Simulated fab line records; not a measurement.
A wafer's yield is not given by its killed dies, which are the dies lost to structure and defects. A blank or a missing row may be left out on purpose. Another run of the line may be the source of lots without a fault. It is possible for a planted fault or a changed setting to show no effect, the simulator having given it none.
The same fault as seen by 2 desks / flow nand-harc / each desk has only its own numbers; what lay behind them comes last

## DESK OF THE TOOL OWNER: rie-diel-11
The tool's own readings at NHARC_P_M0_ETCH_34 (etches the open film in N2/H2, target depth 40 nm, overetch 12 nm, time 43.94 s): means of the sampled wafers that have a number, for each lot that ran on this tool. Marked OUT: a lot whose mean sits more than 4 standard deviations from the usual mean, which makes it out of limits; the brackets give that distance.
Columns: A = bias-w at NHARC_P_M0_ETCH_34, usual 150.1 W; B = drypump-motor-current-A at NHARC_P_M0_ETCH_34, usual 6.1 A; C = oes-product-au at NHARC_P_M0_ETCH_34, usual 1.004 a.u.; D = rf-vpp-V at NHARC_P_M0_ETCH_34, usual 429.9 V; E = run-length-s at NHARC_P_M0_ETCH_34, usual 65.1 s; F = showerhead-plenum-p-Torr at NHARC_P_M0_ETCH_34, usual 2.02 Torr; G = throttle-valve-pct at NHARC_P_M0_ETCH_34, usual 14.172 %
lot=L510; first seen here=day 9 05:13; A=149.4; B=5.7; C=1.012; D=431.5; E=65.3; F=2.07; G=14.167
lot=L516; first seen here=day 11 07:13; A=150.1; B=5.6; C=1.002; D=430.9; E=61.0 (-9.8) OUT; F=2.05; G=14.166
lot=L517; first seen here=day 12 01:08; A=150.3; B=5.9; C=1.011; D=431.7; E=61.1 (-9.6) OUT; F=2.11; G=14.169
lot=L525; first seen here=day 15 16:21; A=149.6; B=6.2; C=0.993; D=432.1; E=64.9; F=2.11; G=14.177
Finding of this desk: L516, L517 out of limits; the first was L516 at day 11 07:13, on run-length-s at NHARC_P_M0_ETCH_34. L510, L525: within limits.

## THE METROLOGY DESK
What the gauges read for every lot (on any tool): the sampled wafers with a number, averaged. Marked OUT: a lot whose mean sits more than 4 standard deviations from the usual mean, which makes it out of limits; the brackets give that distance.
Columns: A = cd-nm at NHARC_P_M0_CD_MEAS_09, usual 89.9 nm; B = overlay-x-nm at NHARC_P_M0_OVL_MEAS_10, usual -0.1 nm; C = overlay-y-nm at NHARC_P_M0_OVL_MEAS_10, usual 0.2 nm
lot=L503; first seen here=day 6 06:40; A=90.2; B=0.1; C=1.1
lot=L509; first seen here=day 8 11:53; A=90.2; B=0.3; C=-1.1
lot=L510; first seen here=day 9 04:47; A=89.9; B=0.7; C=1.9
lot=L516; first seen here=day 11 06:40; A=90.2; B=0.3; C=0.2
lot=L517; first seen here=day 12 00:52; A=90.2; B=-0.7; C=-0.5
lot=L519; first seen here=day 12 14:56; A=90.4; B=-0.2; C=1.1
lot=L520; first seen here=day 13 02:56; A=90.8; B=0.7; C=-0.1
lot=L521; first seen here=day 13 16:14; A=88.8; B=-0.3; C=0.3
lot=L522; first seen here=day 13 19:38; A=90.8; B=0.7; C=-1.4
lot=L524; first seen here=day 14 19:39; A=89.0; B=-2.0; C=0.7
lot=L525; first seen here=day 15 16:05; A=89.5; B=-1.1; C=1.2
Finding of this desk: none of the 11 lots has anything out of limits.

## TAKEN TOGETHER
On L516, L517, at day 11 07:13, an alarm was possible from the tool owner's desk.
Nothing out of limits was seen by the metrology desk.
The metrology desk holds a record of L516, L517, inside its limits.
All the named lots went through NHARC_P_M0_ETCH_34 on rie-diel-11.

## WHAT THE SIMULATOR HAD INSERTED
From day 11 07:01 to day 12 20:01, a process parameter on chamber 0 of rie-diel-11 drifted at NHARC_P_M0_ETCH_34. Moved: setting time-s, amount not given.
Struck lots among those shown: L516, L517.
How many hours passed from the start of the fault until each desk's first out-of-limits reading: the tool owner's desk, 0.
